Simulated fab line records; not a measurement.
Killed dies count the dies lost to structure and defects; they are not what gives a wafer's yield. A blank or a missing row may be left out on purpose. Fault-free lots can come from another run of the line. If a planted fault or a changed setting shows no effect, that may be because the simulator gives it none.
Chamber matching	flow nandHarc	NHARC_P_M2_ETCH_35 on rieDiel-08 has 4 sister chambers
The step etches the open film in N2/H2, target depth 40 nm, overetch 12 nm, time 43.94 s. 18 wafers are shown with their chamber, then 9 later ones without.

## EACH WAFER AND ITS CHAMBER
wafer	chamber	showerheadPlenumPTorr (Torr)	drypumpMotorCurrentA (A)	rfVppV (V)
L074.2	0	2.12	5.7	432.6
L074.5	3	2.07	6.0	432.6
L074.6	2	2.20	5.9	433.8
L076.1	0	2.12	5.7	431.6
L076.4	2	2.20	5.9	434.6
L076.6	2	2.20	5.9	434.6
L077.4	1	2.04	5.5	430.7
L077.5	0	2.12	5.7	432.6
L077.6	1	2.04	5.6	430.5
L084.3	3	2.07	5.9	429.9
L084.5	3	2.07	5.9	430.9
L084.6	0	2.11	5.7	432.7
L086.1	0	2.11	5.7	433.7
L086.3	3	2.07	5.9	432.0
L086.6	1	2.04	5.6	431.2
L087.2	1	2.04	5.5	431.2
L087.3	0	2.11	5.7	433.0
L087.5	0	2.11	5.7	432.0

SIGNATURES (means of the wafers above)
reading	chamber 0	chamber 1	chamber 2	chamber 3	scatter within a chamber
showerheadPlenumPTorr	2.1143	2.0400	2.2000	2.0700	0.0035
drypumpMotorCurrentA	5.700	5.550	5.900	5.925	0.0354
rfVppV	432.600	430.900	434.333	431.350	0.748
Rule: for each reading, subtract the chamber's mean from the wafer's reading, divide by that reading's scatter and square the result; add these up over the readings and take the root, which gives the wafer's distance from the chamber. If the next closest chamber is less than 2 further off than the closest, the wafer can't be placed; otherwise it belongs to the closest. The scatter: take each reading less its chamber's mean, square it, sum over the shown wafers, divide by the number of wafers less the number of chambers, and take the root.

## WAFERS WITH NO CHAMBER GIVEN
wafer	showerheadPlenumPTorr (Torr)	drypumpMotorCurrentA (A)	rfVppV (V)
L089.2	2.20	5.9	435.7
L089.3	2.07	5.9	432.8
L089.4	2.11	5.7	431.7
L092.1	2.07	5.9	432.2
L092.4	2.11	5.7	431.7
L092.5	2.04	5.6	430.1
L093.1	2.07	6.0	430.3
L093.5	2.07	6.0	432.3
L093.6	2.20	6.0	434.8

## WHICH CHAMBER EACH WENT THROUGH
wafer	from the rows above	in truth
L089.2	2	2
L089.3	3	3
L089.4	0	0
L092.1	3	3
L092.4	0	0
L092.5	1	1
L093.1	3	3
L093.5	3	3
L093.6	2	2
Placed correctly: 9 of 9. From these rows, 0 cannot be placed. Wrongly placed: 0.
